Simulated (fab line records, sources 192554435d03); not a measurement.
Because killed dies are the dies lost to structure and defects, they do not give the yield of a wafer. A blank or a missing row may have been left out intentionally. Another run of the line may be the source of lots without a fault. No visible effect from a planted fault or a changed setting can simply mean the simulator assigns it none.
Matching of chambers -- flow n5Finfet -- pecvd-03 running N5_BEOL_M7_ILD_DEP_00: 3 sister chambers
The step deposits SiCOH lowk from DEMS/porogen, target thk 179.75 nm, time 33.4 s. 6 wafers are shown with their chamber, then 7 later ones without.

== EACH WAFER AND ITS CHAMBER ==
wafer,chamber,throttleValvePct (%),showerheadPlenumPTorr (Torr)
L082.6,2,13.3,5.756
L084.2,0,14.6,5.756
L084.5,1,12.8,5.726
L084.6,2,13.3,5.742
L085.3,1,13.2,5.729
L085.4,0,14.2,5.764

== WAFERS WHOSE CHAMBER IS MISSING ==
wafer,throttleValvePct (%),showerheadPlenumPTorr (Torr)
L085.6,13.1,5.720
L092.2,13.3,5.733
L092.3,13.2,5.718
L092.6,13.1,5.724
L096.2,13.1,5.710
L096.5,13.2,5.739
L096.6,12.9,5.723

== THE CHAMBER EACH PASSED THROUGH ==
wafer,from the rows above,in truth
L085.6,1,1
L092.2,can't be placed: 1 or 2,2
L092.3,1,1
L092.6,1,1
L096.2,1,1
L096.5,can't be placed: 2 or 1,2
L096.6,1,1
Correctly placed: 5 of 7. Unplaceable from these rows: 2, with the true chamber sitting among the candidates in 2. Placed wrongly: 0.
How it was worked out, from the rows above alone: a wafer's distance from a chamber is the root of the sum, over the readings, of the square of ((its reading less the chamber's mean) divided by the reading's scatter). If the next closest chamber is less than 2 further off than the closest, the wafer can't be placed; otherwise it belongs to the closest. A chamber's mean is the mean of its shown wafers. How the scatter is found: for the shown wafers, subtract from each reading the mean of its chamber, square and add these, divide the total by (wafers less chambers), then take the root.
